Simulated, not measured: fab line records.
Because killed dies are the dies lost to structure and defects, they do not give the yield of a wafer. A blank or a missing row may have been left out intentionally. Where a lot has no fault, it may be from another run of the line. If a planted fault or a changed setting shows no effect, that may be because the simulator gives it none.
fab line records -- flow n5_finfet
record: lots: 7, wafers: 21
route steps=1938 shown SDB@353 HKMG_FIN@457 MOL_CONTACT_COAG@565 BEOL_M0_SAQP@676 BEOL_M0_CUTY@714 BEOL_M0@715 BEOL_M1@789 BEOL_M2@873
start_h: hours from the record's opening day to when the first of the lot's shown wafers began -- wait_h: time in hours since the lot's previous step -- " the same as in the row above -- L1.1+2: several wafers, shown together as one row -- - value missing, or start not given -- * or withheld: withheld -- < > ~ a bound
route shown NAME@n: a module of which the file shows steps, and the number in the route of the first -- usual: mean and standard deviation over wafers with no fault -- same: alike in all rows -- chamber/n: place in a boat -- sites: readings site by site -- _std_site: the values' standard deviation -- _edge_site: the outer-site mean with the inner-site mean subtracted -- radius_mm: how far each site lies from the wafer's centre -- mask NAME#n: copy n -- behind: the last tool/chamber to shape the wafer -- hold: why the lot was held/for how many hours/how that ended -- device: transistor that didn't switch, given as n, p or np -- end of line: tests run on the same wafers once the route is complete -- step lacking rows: just its recipe -- killed: at the first sort, the dies lost to defects and structure; wafer yield is something else -- map: dies across one wafer; x = killed, . = not, _ = none there
set.NAME: the run value of the setting; set.NAME@STEP: its run value at that earlier step -- model.NAME: the simulator's own value behind a step, which no gauge read
lots with deliberately changed settings; one table per step, one row per wafer
== steps ==
step: N5_SDB_EXPOSE_08
recipe: mask_id: SDB, na: 1.35, source_shape: conventional, sigma_outer: 0.5, polarization: unpolarized, dose_mj: 49.6
lot.wafer,tool,chamber,start_h,wait_h,mask,set.dose_mj
L074.1,arfi_scanner-03,0,68.00,-,SDB#0,49.6
L074.3+6,arfi_scanner-03,0,68.00,-,SDB#0,47.19
L078.3,arfi_scanner-02,0,88.31,-,SDB#0,52.54
L078.4+6,arfi_scanner-02,0,88.31,-,SDB#0,49.6
L081.1,arfi_scanner-01,0,109.74,-,SDB#0,50.84
L081.4+6,arfi_scanner-01,0,109.74,-,SDB#0,49.6
L084.2+3+5,arfi_scanner-02,0,129.91,-,SDB#0,49.6
L087.4+5+6,arfi_scanner-01,0,145.97,-,SDB#0,49.6
L092.3+6,arfi_scanner-01,0,173.84,-,SDB#0,47.21
L092.5,arfi_scanner-01,0,173.84,-,SDB#0,49.6
L093.1+2,arfi_scanner-01,0,179.60,-,SDB#0,49.6
L093.6,arfi_scanner-01,0,179.60,-,SDB#0,47.11
step: N5_SDB_PEB_09
recipe: peb_temp_c: withheld, peb_time_s: 60, resist: CAR-ArF
step: N5_SDB_DEVELOP_10
recipe: develop_time_s: 30, developer: TMAH, resist: CAR-ArF, rinse_liquid: diw, dry: air_spin, dev_temp_c: 23
step: N5_SDB_CD_MEAS_11
recipe: target_cd_nm: 50, landing_energy_ev: 500, detector: se_inlens, polarity: opening
usual: cd_nm: 50.3/1.1
lot.wafer,tool,chamber,start_h,wait_h,set.dose_mj@SDB_EXPOSE_08,cd_nm
L074.1,cd_sem-03,0,68.13,-,49.6,49.8
L074.3,cd_sem-03,0,68.13,-,47.19,45.0
L074.6,cd_sem-03,0,68.13,-,47.19,46.6
L078.3,cd_sem-03,0,88.42,-,52.54,57.1
L078.4,cd_sem-03,0,88.42,-,49.6,50.6
L078.6,cd_sem-03,0,88.42,-,49.6,50.5
L081.1,cd_sem-03,0,109.87,-,50.84,54.8
L081.4,cd_sem-03,0,109.87,-,49.6,51.4
L081.6,cd_sem-03,0,109.87,-,49.6,51.3
L084.2,cd_sem-02,0,130.03,-,49.6,51.1
L084.3,cd_sem-02,0,130.03,-,49.6,51.2
L084.5,cd_sem-02,0,130.03,-,49.6,50.4
L087.4,cd_sem-03,0,146.08,-,49.6,48.5
L087.5,cd_sem-03,0,146.08,-,49.6,50.4
L087.6,cd_sem-03,0,146.08,-,49.6,49.1
L092.3,cd_sem-03,0,173.96,-,47.21,43.5
L092.5,cd_sem-03,0,173.96,-,49.6,51.0
L092.6,cd_sem-03,0,173.96,-,47.21,44.7
L093.1,cd_sem-02,0,179.72,-,49.6,52.1
L093.2,cd_sem-02,0,179.72,-,49.6,52.4
L093.6,cd_sem-02,0,179.72,-,47.11,46.1
step: N5_HKMG_FIN_ALD_72
recipe: material: W, target_thk_a: 20, temp_c: 300, pressure_torr: 7.5, ald_precursor_family: WF6, ald_co_reactant: B2H6, pulse_time_s: 1, purge_time_s: 2, co_reactant_purge_time_s: 2, co_reactant_pulse_time_s: 3, ald_cycles: 7
lot.wafer,tool,chamber,start_h,wait_h,set.ald_cycles,model.W_of_HKMG_FIN_ALD_72.thk_nm
L074.1+3+6,cvd_w-02,1,81.20,0.2,8,2.2
L078.3+6,cvd_w-01,"1,0",100.86,0.2,6,1.8
L078.4,cvd_w-01,0,100.86,0.2,7,2.2
L081.1+6,cvd_w-02,0,122.11,0.2,7,2
L081.4,cvd_w-02,0,122.11,0.2,6,1.8
L084.2+3,cvd_w-01,1,142.53,0.2,7,2.2
L084.5,cvd_w-01,1,142.53,0.2,6,2
L087.4+5+6,cvd_w-01,"1,1,0",159.22,0.2,7,2.2
L092.3+5,cvd_w-02,"0,1",186.60,0.2,7,2
L092.6,cvd_w-02,0,186.60,0.2,6,1.8
L093.1+6,cvd_w-01,1,193.10,0.2,8,2.4
L093.2,cvd_w-01,0,193.10,0.2,7,2
step: N5_MOL_CONTACT_COAG_COAT_76
recipe: resist: SiARC, temp_c: 220, time_s: 60, spin_rpm: 1500, resist_thk_nm: 10
lot.wafer,tool,chamber,start_h,wait_h,set.spin_rpm
L074.1,litho_track-04,0,-,-,1443
L074.3+6,litho_track-04,0,-,-,1500
L078.3+6,litho_track-02,0,-,-,1500
L078.4,litho_track-02,0,-,-,1588
L081.1+4,litho_track-03,0,-,-,1500
L081.6,litho_track-03,0,-,-,1566
L084.2,litho_track-02,0,-,-,1500
L084.3+5,litho_track-02,0,-,-,1581
L087.4+5+6,litho_track-03,0,-,-,1500
L092.3,litho_track-03,0,-,-,1500
L092.5+6,litho_track-03,0,-,-,1581
L093.1+2+6,litho_track-03,0,-,-,1500
step: N5_MOL_CONTACT_COAG_COAT_77
recipe: resist: underlayer, temp_c: 205, time_s: 60, spin_rpm: 1500, resist_thk_nm: 10
step: N5_MOL_CONTACT_COAG_COAT_78
recipe: resist: CAR-EUV, spin_rpm: 1500, resist_thk_nm: 40
step: N5_MOL_CONTACT_COAG_DESCUM_88
recipe: chemistry: O2, time_s: 7, source_power_w: 50, bias_power_w: 20, pressure_mtorr: 20, rf_frequency_hz: 2.712e+07, temp_c: 40, resist: CAR-EUV, o2_flow_sccm: 225
step: N5_MOL_CONTACT_COAG_ETCH_89
recipe: chemistry: N2/H2, target: underlayer, target_depth_a: 130, mask_material: CAR-EUV, time_s: 10.4, ion_energy_ev: 200, pressure_mtorr: 30, source_w: 840, bias_w: 150, n2_flow_sccm: 200, h2_flow_sccm: 200, ends: cleared
step: N5_MOL_CONTACT_COAG_ETCH_90
recipe: chemistry: CF4, target: SiARC, target_depth_a: 130, mask_material: CAR-EUV, time_s: 21.7, ion_energy_ev: 80, pressure_mtorr: 40, source_w: 545, bias_w: 36, Ar_flow_sccm: 100, cf4_flow_sccm: 100, ends: cleared
lot.wafer,tool,chamber,start_h,wait_h,set.spin_rpm@MOL_CONTACT_COAG_COAT_76,model.etch.depth_nm
L074.1,rie_diel-01,3,101.40,0.0,1443,10.19
L074.3,rie_diel-01,1,101.40,0.0,1500,9.976
L074.6,rie_diel-01,1,101.40,0.0,1500,9.987
L078.3,rie_diel-04,2,122.39,0.0,1500,10.01
L078.4,rie_diel-04,0,122.39,0.0,1588,9.72
L078.6,rie_diel-04,1,122.39,0.0,1500,9.988
L081.1,rie_diel-01,1,141.09,0.0,1500,10.05
L081.4,rie_diel-01,1,141.09,0.0,1500,10.11
L081.6,rie_diel-01,3,141.09,0.0,1566,9.843
L084.2,rie_diel-04,1,159.71,0.0,1500,10.01
L084.3+5,rie_diel-04,"3,0",159.71,0.0,1581,9.743
L087.4+5,rie_diel-01,"1,2",176.05,0.0,1500,10.08
L087.6,rie_diel-01,3,176.05,0.0,1500,10.1
L092.3,rie_diel-01,2,207.23,0.0,1500,10.02
L092.5,rie_diel-01,1,207.23,0.0,1581,9.757
L092.6,rie_diel-01,0,207.23,0.0,1581,9.741
L093.1,rie_diel-04,0,213.45,0.0,1500,10.07
L093.2,rie_diel-04,1,213.45,0.0,1500,10.05
L093.6,rie_diel-04,1,213.45,0.0,1500,10.06
step: N5_MOL_CONTACT_COAG_ALD_133
recipe: material: SiO2, target_thk_a: 50, temp_c: 100, ald_precursor_family: BDEAS, ald_co_reactant: O2-plasma, pulse_time_s: 1, co_reactant_pulse_time_s: 1, purge_time_s: 2, co_reactant_purge_time_s: 2, ald_cycles: 35, pressure_torr: 2
lot.wafer,tool,chamber,start_h,wait_h,set.ald_cycles,model.SiO2_of_MOL_CONTACT_COAG_ALD_133.thk_nm
L074.1+3,ald_sin-04,"0,3",102.98,0.1,35,5
L074.6,ald_sin-04,1,102.98,0.1,32,4.6
L078.3+6,ald_sin-02,1,124.10,0.1,35,5
L078.4,ald_sin-02,2,124.10,0.1,39,5.6
L081.1,ald_sin-04,1,142.58,0.1,30,4.4
L081.4,ald_sin-04,0,142.58,0.1,35,5
L081.6,ald_sin-04,1,142.58,0.1,30,4.2
L084.2+3,ald_sin-04,"1,2",161.45,0.5,32,4.6
L084.5,ald_sin-04,2,161.45,0.5,35,5
L087.4+5+6,ald_sin-01,"0,1,2",177.78,0.4,35,5
L092.3+5+6,ald_sin-04,"3,2,3",208.56,0.1,35,5
L093.1+2,ald_sin-02,"0,1",215.10,0.4,35,5
L093.6,ald_sin-02,0,215.10,0.4,41,5.8
step: N5_MOL_CONTACT_COAG_VIA_ETCH_117
recipe: chemistry: C4F6/O2, target_depth_a: 400, overetch_a: 80, mask_material: SOC, target: SiO2, bias_w: 455, pressure_mtorr: 10, time_s: 26, source_w: 325, Ar_flow_sccm: 300, C4F6_flow_sccm: 10, O2_flow_sccm: 10, ion_energy_ev: 575.3, ends: end_point
usual: rf_vpp_V: 1579/28
lot.wafer,tool,chamber,start_h,wait_h,set.bias_w,rf_vpp_V
L074.1,rie_diel-01,0,103.54,0.0,455,1604
L074.3,rie_diel-01,2,103.54,0.0,379,1336
L074.6,rie_diel-01,3,103.54,0.0,455,1573
L078.3,rie_diel-01,0,124.44,0.0,455,1604
L078.4,rie_diel-01,1,124.44,0.0,455,1584
L078.6,rie_diel-01,2,124.44,0.0,455,1534
L081.1,rie_diel-03,2,143.01,0.0,500.4,1674
L081.4,rie_diel-03,3,143.01,0.0,455,1556
L081.6,rie_diel-03,0,143.01,0.0,455,1633
L084.2,rie_diel-03,2,161.78,0.0,376.3,1352
L084.3,rie_diel-03,0,161.78,0.0,376.3,1418
L084.5,rie_diel-03,3,161.78,0.0,455,1556
L087.4,rie_diel-03,3,178.12,0.0,455,1556
L087.5,rie_diel-03,0,178.12,0.0,455,1632
L087.6,rie_diel-03,1,178.12,0.0,455,1583
L092.3,rie_diel-03,3,208.90,0.0,455,1557
L092.5,rie_diel-03,0,208.90,0.0,455,1632
L092.6,rie_diel-03,1,208.90,0.0,455,1585
L093.1,rie_diel-03,2,215.43,0.0,455,1560
L093.2,rie_diel-03,1,215.43,0.0,455,1584
L093.6,rie_diel-03,3,215.43,0.0,490.6,1647
step: N5_BEOL_M0_SAQP_SPACER2_ALD_26
recipe: material: SiO2, target_thk_a: 150, temp_c: 300, ald_precursor_family: BDEAS, ald_co_reactant: O2-plasma, pulse_time_s: 1, purge_time_s: 2, co_reactant_purge_time_s: 2, pressure_torr: 2
lot.wafer,tool,chamber,start_h,wait_h,set.target_thk_a,model.SiO2_of_BEOL_M0_SAQP_SPACER2_ALD_26.thk_nm
L074.1+6,ald_sin-03,3,113.73,0.2,135.2,13.4
L074.3,ald_sin-03,1,113.73,0.2,150,15
L078.3,ald_sin-03,3,133.63,1.1,163.7,16.2
L078.4,ald_sin-03,0,133.63,1.1,163.7,16.4
L078.6,ald_sin-03,0,133.63,1.1,150,14.8
L081.1,ald_sin-02,0,152.64,0.1,168.1,17
L081.4+6,ald_sin-02,"2,3",152.64,0.1,150,15
L084.2,ald_sin-01,0,172.15,0.1,162.9,16.4
L084.3,ald_sin-01,3,172.15,0.1,150,15.2
L084.5,ald_sin-01,3,172.15,0.1,150,15
L087.4+5+6,ald_sin-03,"2,2,3",190.40,1.9,150,15
L092.3+5,ald_sin-03,"3,1",217.34,0.1,150,15
L092.6,ald_sin-03,0,217.34,0.1,131,13
L093.1+6,ald_sin-03,"2,1",223.57,0.1,137.6,13.8
L093.2,ald_sin-03,1,223.57,0.1,150,15
step: N5_BEOL_M0_SAQP_SPACER2_ETCHBACK_27
recipe: chemistry: CHF3/O2, mode: anisotropic_etchback, target: SiO2, target_depth_a: 225, time_s: 11.25, pressure_mtorr: 30, source_w: 650, bias_w: 170, Ar_flow_sccm: 200, CHF3_flow_sccm: 50, O2_flow_sccm: 5, ion_energy_ev: 200
step: N5_BEOL_M0_SAQP_MANDREL2_REMOVE_110
recipe: chemistry: HBr/Cl2/O2, bt_time_s: 10, target: a-Si, stop_on: SiCN, endpoint: OES-SiCl, over_etch_frac: 1, icp_w: 600, bias_w: 30, HBr_flow_sccm: 150, Cl2_flow_sccm: 80, O2_flow_sccm: 5, pressure_mtorr: 10
lot.wafer,tool,chamber,start_h,wait_h,set.target_thk_a@BEOL_M0_SAQP_SPACER2_ALD_26,model.BEOL_M0_SAQP.cd_nm,model.SiO2_of_BEOL_M0_SAQP_SPACER2_ALD_26.thk_nm
L074.1,rie_si-02,3,114.37,0.1,135.2,13.6,9
L074.3,rie_si-02,0,114.37,0.1,150,15,10.6
L074.6,rie_si-02,1,114.37,0.1,135.2,13.4,9
L078.3,rie_si-02,1,134.26,0.1,163.7,16.2,11.8
L078.4,rie_si-02,0,134.26,0.1,163.7,16.4,12
L078.6,rie_si-02,3,134.26,0.1,150,14.8,10.4
L081.1,rie_si-06,0,153.28,0.1,168.1,16.8,12.4
L081.4+6,rie_si-06,"2,3",153.28,0.1,150,15,10.6
L084.2,rie_si-01,2,172.82,0.1,162.9,16.4,12
L084.3,rie_si-01,3,172.82,0.1,150,15.2,10.8
L084.5,rie_si-01,3,172.82,0.1,150,15,10.6
L087.4+5,rie_si-02,"3,0",191.22,0.1,150,15.2,10.6
L087.6,rie_si-02,1,191.22,0.1,150,15,10.6
L092.3+5,rie_si-02,0,217.98,0.1,150,15.2,10.6
L092.6,rie_si-02,3,217.98,0.1,131,13,8.6
L093.1,rie_si-06,2,224.21,0.1,137.6,13.8,9.4
L093.2,rie_si-06,0,224.21,0.1,150,15.2,10.6
L093.6,rie_si-06,1,224.21,0.1,137.6,14,9.4
step: N5_BEOL_M0_SAQP_CD_MEAS_29
recipe: target_cd_nm: 14.4, landing_energy_ev: 1000, detector: se_inlens
usual: cd_nm: 15.03/0.23
lot.wafer,tool,chamber,start_h,wait_h,set.target_thk_a@BEOL_M0_SAQP_SPACER2_ALD_26,cd_nm
L074.1,cd_sem-02,0,114.48,0.1,135.2,13.55
L074.3,cd_sem-02,0,114.48,0.1,150,14.64
L074.6,cd_sem-02,0,114.48,0.1,135.2,13.69
L078.3,cd_sem-01,0,134.37,0.1,163.7,16.06
L078.4,cd_sem-01,0,134.37,0.1,163.7,16.48
L078.6,cd_sem-01,0,134.37,0.1,150,15.17
L081.1,cd_sem-02,0,153.40,0.1,168.1,16.78
L081.4,cd_sem-02,0,153.40,0.1,150,15.00
L081.6,cd_sem-02,0,153.40,0.1,150,14.94
L084.2,cd_sem-01,0,172.93,0.1,162.9,16.26
L084.3,cd_sem-01,0,172.93,0.1,150,14.64
L084.5,cd_sem-01,0,172.93,0.1,150,14.75
L087.4,cd_sem-02,0,191.34,0.1,150,14.86
L087.5,cd_sem-02,0,191.34,0.1,150,15.32
L087.6,cd_sem-02,0,191.34,0.1,150,14.81
L092.3,cd_sem-02,0,218.09,0.1,150,14.87
L092.5,cd_sem-02,0,218.09,0.1,150,15.07
L092.6,cd_sem-02,0,218.09,0.1,131,13.07
L093.1,cd_sem-02,0,224.32,0.1,137.6,13.65
L093.2,cd_sem-02,0,224.32,0.1,150,15.40
L093.6,cd_sem-02,0,224.32,0.1,137.6,13.86
step: N5_BEOL_M0_SAQP_COAT_87
recipe: resist: underlayer, temp_c: 205, time_s: 60, spin_rpm: 1500, resist_thk_nm: 5
lot.wafer,tool,chamber,start_h,wait_h,set.temp_c
L074.1+3+6,litho_track-02,0,-,-,197.6
L078.3+4+6,litho_track-01,0,-,-,205
L081.1+4+6,litho_track-02,0,-,-,205
L084.2+3,litho_track-05,0,-,-,201.2
L084.5,litho_track-05,0,-,-,205
L087.4+5+6,litho_track-01,0,-,-,205
L092.3,litho_track-01,0,-,-,211.7
L092.5+6,litho_track-01,0,-,-,205
L093.1,litho_track-05,0,-,-,212
L093.2+6,litho_track-05,0,-,-,205
step: N5_BEOL_M0_SAQP_COAT_34
recipe: resist: CAR-EUV, spin_rpm: 1500, resist_thk_nm: 30
step: N5_BEOL_M0_SAQP_EBR_36
recipe: solvent: PGMEA, ebr_width_mm: 1.5
step: N5_BEOL_M0_CUTY_STRIP_64
recipe: chemistry: N2/H2, temp_c: 40, n2_flow_sccm: 200, h2_flow_sccm: 200, rf_frequency_hz: 6e+07
step: N5_BEOL_M0_ETCH_138
recipe: chemistry: CH3F/O2, target_depth_a: 120, target: SiCN, time_s: 31.6, ion_energy_ev: 120, pressure_mtorr: 30, source_w: 395, bias_w: 75, Ar_flow_sccm: 150, CH3F_flow_sccm: 30, O2_flow_sccm: 20, ends: cleared
step: N5_BEOL_M0_HM_OPEN_105
recipe: chemistry: Cl2/BCl3, target_depth_a: 120, target: TiN, ion_energy_ev: 150, pressure_mtorr: 10, icp_w: 1000, bias_w: 126, Cl2_flow_sccm: 53.25, bcl3_flow_sccm: 21.75, Ar_flow_sccm: 25
lot.wafer,tool,chamber,start_h,wait_h,set.target_thk_a@BEOL_M0_SAQP_SPACER2_ALD_26,model.SiO2_of_BEOL_M0_SAQP_SPACER2_ALD_26.thk_nm
L074.1+6,rie_metal-02,0,122.42,5.8,135.2,1.6
L074.3,rie_metal-02,1,122.42,5.8,150,2.6
L078.3,rie_metal-02,0,137.53,0.4,163.7,3.8
L078.4,rie_metal-02,1,137.53,0.4,163.7,4
L078.6,rie_metal-02,0,137.53,0.4,150,2.6
L081.1,rie_metal-01,0,160.12,4.7,168.1,4.6
L081.4+6,rie_metal-01,1,160.12,4.7,150,2.6
L084.2,rie_metal-02,0,178.10,2.5,162.9,4.2
L084.3,rie_metal-02,0,178.10,2.5,150,2.6
L084.5,rie_metal-02,1,178.10,2.5,150,2.4
L087.4,rie_metal-03,0,196.93,3.4,150,3
L087.5+6,rie_metal-03,"0,1",196.93,3.4,150,2.6
L093.1+6,rie_metal-01,"1,0",233.24,6.4,137.6,1.8
L093.2,rie_metal-01,0,233.24,6.4,150,2.8
L092.3+5,rie_metal-03,1,234.09,13.0,150,2.6
L092.6,rie_metal-03,0,234.09,13.0,131,1.4
step: N5_BEOL_M1_DESCUM_33
recipe: chemistry: O2, time_s: 7, source_power_w: 50, bias_power_w: 20, pressure_mtorr: 20, rf_frequency_hz: 2.712e+07, temp_c: 40, resist: CAR-EUV, o2_flow_sccm: 225
lot.wafer,tool,chamber,start_h,wait_h,set.time_s,model.CAR-EUV_of_BEOL_M1_COAT_22.thk_nm
L074.1+6,rie_diel-06,"2,0",128.70,0.0,7,26.2
L074.3,rie_diel-06,0,128.70,0.0,8.474,25.4
L078.3,rie_diel-06,0,142.49,0.0,6.056,26.6
L078.4+6,rie_diel-06,"2,0",142.49,0.0,7,26
L081.1+6,rie_diel-02,"2,0",166.48,0.0,7,26
L081.4,rie_diel-02,1,166.48,0.0,8.422,25.4
L084.2+3,rie_diel-05,"0,3",186.17,0.0,5.552,26.8
L084.5,rie_diel-05,0,186.17,0.0,7,26.2
L087.4+6,rie_diel-06,0,204.89,0.1,7,26.2
L087.5,rie_diel-06,3,204.89,0.1,7,26
L093.1,rie_diel-06,1,238.70,0.0,7,25.8
L093.2+6,rie_diel-06,0,238.70,0.0,7,26
L092.3+5,rie_diel-05,0,241.73,0.0,8.122,25.4
L092.6,rie_diel-05,1,241.73,0.0,7,26
step: N5_BEOL_M1_ETCH_77
recipe: chemistry: N2/H2, target: underlayer, target_depth_a: 65, mask_material: CAR-EUV, time_s: 5.2, ion_energy_ev: 200, pressure_mtorr: 30, source_w: 840, bias_w: 150, n2_flow_sccm: 200, h2_flow_sccm: 200, ends: cleared
lot.wafer,tool,chamber,start_h,wait_h,set.time_s@BEOL_M1_DESCUM_33,model.CAR-EUV_of_BEOL_M1_COAT_22.thk_nm
L074.1+6,rie_diel-06,"2,0",128.73,0.0,7,20.4
L074.3,rie_diel-06,0,128.73,0.0,8.474,19.6
L078.3,rie_diel-06,0,142.52,0.0,6.056,20.8
L078.4,rie_diel-06,2,142.52,0.0,7,20.2
L078.6,rie_diel-06,0,142.52,0.0,7,20.4
L081.1,rie_diel-02,2,166.51,0.0,7,20.4
L081.4,rie_diel-02,1,166.51,0.0,8.422,19.6
L081.6,rie_diel-02,0,166.51,0.0,7,20.2
L084.2,rie_diel-05,0,186.20,0.0,5.552,21
L084.3,rie_diel-05,3,186.20,0.0,5.552,21.2
L084.5,rie_diel-05,0,186.20,0.0,7,20.4
L087.4,rie_diel-06,0,204.93,0.0,7,20.6
L087.5+6,rie_diel-06,"3,0",204.93,0.0,7,20.4
L093.1,rie_diel-06,1,238.74,0.0,7,20.2
L093.2+6,rie_diel-06,0,238.74,0.0,7,20.4
L092.3,rie_diel-05,0,241.77,0.0,8.122,19.6
L092.5,rie_diel-05,0,241.77,0.0,8.122,19.8
L092.6,rie_diel-05,1,241.77,0.0,7,20.2
step: N5_BEOL_M1_ETCH_70
recipe: chemistry: N2/H2, target: SOC, target_depth_a: 800, overetch_a: 160, mask_material: SiARC, temp_c: 40, time_s: 120, ion_energy_ev: 200, pressure_mtorr: 30, source_w: 840, bias_w: 150, n2_flow_sccm: 200, h2_flow_sccm: 200
lot.wafer,tool,chamber,start_h,wait_h,set.time_s,model.SiARC_of_BEOL_M1_COAT_68.thk_nm
L074.1,rie_diel-05,2,146.98,0.0,120,6
L074.3,rie_diel-05,1,146.98,0.0,120,6.2
L074.6,rie_diel-05,3,146.98,0.0,108.4,7
L078.3,rie_diel-05,1,152.11,0.0,131.8,5.6
L078.4,rie_diel-05,2,152.11,0.0,131.8,5.4
L078.6,rie_diel-05,3,152.11,0.0,120,6.4
L081.1,rie_diel-06,0,167.78,0.0,120,6.2
L081.4+6,rie_diel-06,2,167.78,0.0,120,6.4
L084.2,rie_diel-06,2,188.55,0.0,120,6.4
L084.3,rie_diel-06,0,188.55,0.0,120,6.2
L084.5,rie_diel-06,0,188.55,0.0,140.3,5.2
L087.4,rie_diel-05,1,235.48,0.0,120,6.2
L087.5,rie_diel-05,2,235.48,0.0,120,6
L087.6,rie_diel-05,0,235.48,0.0,120,6.4
L093.1,rie_diel-06,0,250.08,0.0,120,6.2
L093.2,rie_diel-06,1,250.08,0.0,104.7,7
L093.6,rie_diel-06,3,250.08,0.0,120,6.6
L092.3,rie_diel-02,1,250.57,0.0,120,6.8
L092.5,rie_diel-02,1,250.57,0.0,133.2,6.2
L092.6,rie_diel-02,0,250.57,0.0,120,6.4
step: N5_BEOL_M2_EXPOSE_25
recipe: mask_id: V1, na: 0.33, source_shape: quasar, sigma_inner: 0.2, sigma_outer: 0.8, polarization: unpolarized, defocus_nm: 5, dose_mj: 63
lot.wafer,tool,chamber,start_h,wait_h,mask,set.dose_mj
L074.1+3,euv_scanner-01,0,154.17,-,V1#0,63
L074.6,euv_scanner-01,0,154.17,-,V1#0,58.8
L078.3+6,euv_scanner-02,0,161.85,-,V1#0,60.63
L078.4,euv_scanner-02,0,161.85,-,V1#0,63
L081.1+4+6,euv_scanner-02,0,173.91,-,V1#0,63
L084.2+3+5,euv_scanner-02,0,198.48,-,V1#0,63
L087.4+5+6,euv_scanner-02,0,241.86,-,V1#0,63
L093.1,euv_scanner-02,0,256.62,-,V1#0,65.58
L093.2+6,euv_scanner-02,0,256.62,-,V1#0,63
L092.3,euv_scanner-02,0,259.80,-,V1#0,63
L092.5+6,euv_scanner-02,0,259.80,-,V1#0,60.12
step: N5_BEOL_M2_PEB_26
recipe: peb_temp_c: 100, peb_time_s: 60, resist: CAR-EUV
step: N5_BEOL_M2_DEVELOP_27
recipe: develop_time_s: 30, developer: TMAH, resist: CAR-EUV, rinse_liquid: surfactant_rinse, dry: air_spin, dev_temp_c: 23
step: N5_BEOL_M2_CD_MEAS_28
recipe: target_cd_nm: 26.2, landing_energy_ev: 500, detector: se_inlens, target_cd_y_nm: 24.1, polarity: opening
usual: cd_nm: 26.16/0.21
lot.wafer,tool,chamber,start_h,wait_h,set.dose_mj@BEOL_M2_EXPOSE_25,cd_nm
L074.1,cd_sem-01,0,154.32,-,63,26.41
L074.3,cd_sem-01,0,154.32,-,63,26.39
L074.6,cd_sem-01,0,154.32,-,58.8,24.93
L078.3,cd_sem-03,0,161.98,-,60.63,25.61
L078.4,cd_sem-03,0,161.98,-,63,26.06
L078.6,cd_sem-03,0,161.98,-,60.63,25.60
L081.1,cd_sem-02,0,174.05,-,63,26.01
L081.4,cd_sem-02,0,174.05,-,63,26.11
L081.6,cd_sem-02,0,174.05,-,63,26.11
L084.2,cd_sem-02,0,198.61,-,63,26.05
L084.3,cd_sem-02,0,198.61,-,63,26.14
L084.5,cd_sem-02,0,198.61,-,63,26.09
L087.4,cd_sem-03,0,241.98,-,63,25.95
L087.5,cd_sem-03,0,241.98,-,63,26.44
L087.6,cd_sem-03,0,241.98,-,63,26.05
L093.1,cd_sem-03,0,256.77,-,65.58,26.93
L093.2,cd_sem-03,0,256.77,-,63,26.06
L093.6,cd_sem-03,0,256.77,-,63,26.30
L092.3,cd_sem-01,0,259.93,-,63,26.17
L092.5,cd_sem-01,0,259.93,-,60.12,25.17
L092.6,cd_sem-01,0,259.93,-,60.12,25.10
== key ==
split: step: N5_SDB_EXPOSE_08, setting: dose_mj, stated: 49.6, by: wafer
response: step: N5_SDB_CD_MEAS_11, reading: cd_nm, change: +1.16, per: 1%, r: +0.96
split: step: N5_HKMG_FIN_ALD_72, setting: ald_cycles, stated: 7, by: wafer
response: step: N5_HKMG_FIN_ALD_72, reading: model.W_of_HKMG_FIN_ALD_72.thk_nm, change: +0.0196, per: 1%, r: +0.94
split: step: N5_MOL_CONTACT_COAG_COAT_76, setting: spin_rpm, stated: 1500, by: wafer
response: step: N5_MOL_CONTACT_COAG_ETCH_90, reading: model.etch.depth_nm, change: -0.0504, per: 1%, r: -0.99
split: step: N5_MOL_CONTACT_COAG_ALD_133, setting: ald_cycles, stated: 35, by: wafer
response: step: N5_MOL_CONTACT_COAG_ALD_133, reading: model.SiO2_of_MOL_CONTACT_COAG_ALD_133.thk_nm, change: +0.0483, per: 1%, r: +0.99
split: step: N5_MOL_CONTACT_COAG_VIA_ETCH_117, setting: bias_w, stated: 455, by: wafer
response: step: N5_MOL_CONTACT_COAG_VIA_ETCH_117, reading: rf_vpp_V, change: +11.6, per: 1%, r: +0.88
split: step: N5_BEOL_M0_SAQP_SPACER2_ALD_26, setting: target_thk_a, stated: 150, by: wafer
response: step: N5_BEOL_M0_SAQP_SPACER2_ALD_26, reading: model.SiO2_of_BEOL_M0_SAQP_SPACER2_ALD_26.thk_nm, change: +0.159, per: 1%, r: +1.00
response: step: N5_BEOL_M0_SAQP_MANDREL2_REMOVE_110, reading: model.BEOL_M0_SAQP.cd_nm, change: +0.159, per: 1%, r: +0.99
response: step: N5_BEOL_M0_SAQP_MANDREL2_REMOVE_110, reading: model.SiO2_of_BEOL_M0_SAQP_SPACER2_ALD_26.thk_nm, change: +0.155, per: 1%, r: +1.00
response: step: N5_BEOL_M0_SAQP_CD_MEAS_29, reading: cd_nm, change: +0.148, per: 1%, r: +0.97
response: step: N5_BEOL_M0_HM_OPEN_105, reading: model.SiO2_of_BEOL_M0_SAQP_SPACER2_ALD_26.thk_nm, change: +0.133, per: 1%, r: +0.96
split: step: N5_BEOL_M0_SAQP_COAT_87, setting: temp_c, stated: 205, by: wafer
response none clear
split: step: N5_BEOL_M1_DESCUM_33, setting: time_s, stated: 7, by: wafer
response: step: N5_BEOL_M1_DESCUM_33, reading: model.CAR-EUV_of_BEOL_M1_COAT_22.thk_nm, change: -0.0343, per: 1%, r: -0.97
response: step: N5_BEOL_M1_ETCH_77, reading: model.CAR-EUV_of_BEOL_M1_COAT_22.thk_nm, change: -0.035, per: 1%, r: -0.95
split: step: N5_BEOL_M1_ETCH_70, setting: time_s, stated: 120, by: wafer
response: step: N5_BEOL_M1_ETCH_70, reading: model.SiARC_of_BEOL_M1_COAT_68.thk_nm, change: -0.0634, per: 1%, r: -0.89
split: step: N5_BEOL_M2_EXPOSE_25, setting: dose_mj, stated: 63, by: wafer
response: step: N5_BEOL_M2_CD_MEAS_28, reading: cd_nm, change: +0.201, per: 1%, r: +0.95
